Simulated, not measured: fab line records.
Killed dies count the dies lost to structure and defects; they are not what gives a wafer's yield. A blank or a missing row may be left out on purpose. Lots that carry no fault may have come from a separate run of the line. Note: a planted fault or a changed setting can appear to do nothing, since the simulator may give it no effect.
Matching of chambers ; flow nand-harc ; 4 sister chambers for NHARC_A_BONDPAD_ETCH_12 on rie-diel-03
The step etches the open film in CHF3/O2, target depth 220 nm, time 110 s. 8 wafers are shown with their chamber, then 8 later ones without.

WAFERS PAIRED WITH THEIR CHAMBERS
wafer;chamber;drypump-motor-current-A (A);rf-vpp-V (V)
L434.5;2;5.9;372.7
L437.1;0;5.5;368.7
L437.4;0;5.5;368.1
L441.3;1;6.1;372.2
L444.1;2;5.8;373.1
L444.2;3;5.1;371.8
L444.6;3;5.1;372.1
L442.2;1;6.1;371.6

WAFERS WITHOUT THEIR CHAMBER
wafer;drypump-motor-current-A (A);rf-vpp-V (V)
L442.5;5.5;367.7
L442.6;6.1;371.0
L443.2;5.1;371.1
L443.3;5.5;368.7
L443.4;6.1;373.6
L445.1;6.0;372.6
L445.3;5.9;373.6
L445.6;5.5;367.3

THE CHAMBER EACH PASSED THROUGH
wafer;from the rows above;in truth
L442.5;0;0
L442.6;1;1
L443.2;3;3
L443.3;0;0
L443.4;1;1
L445.1;can't be placed: 1 or 2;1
L445.3;2;2
L445.6;0;0
Correctly placed: 7 of 8. These rows do not allow placing 1 (true chamber among the candidates in 1). Placed wrongly: 0.
How it was worked out, from the rows above alone: a wafer's distance from a chamber is the root of the sum, over the readings, of the square of ((its reading less the chamber's mean) divided by the reading's scatter). If the next closest chamber is less than 2 further off than the closest, the wafer can't be placed; otherwise it belongs to the closest. A chamber's mean is the mean of its shown wafers. The scatter: take each reading less its chamber's mean, square it, sum over the shown wafers, divide by the number of wafers less the number of chambers, and take the root.
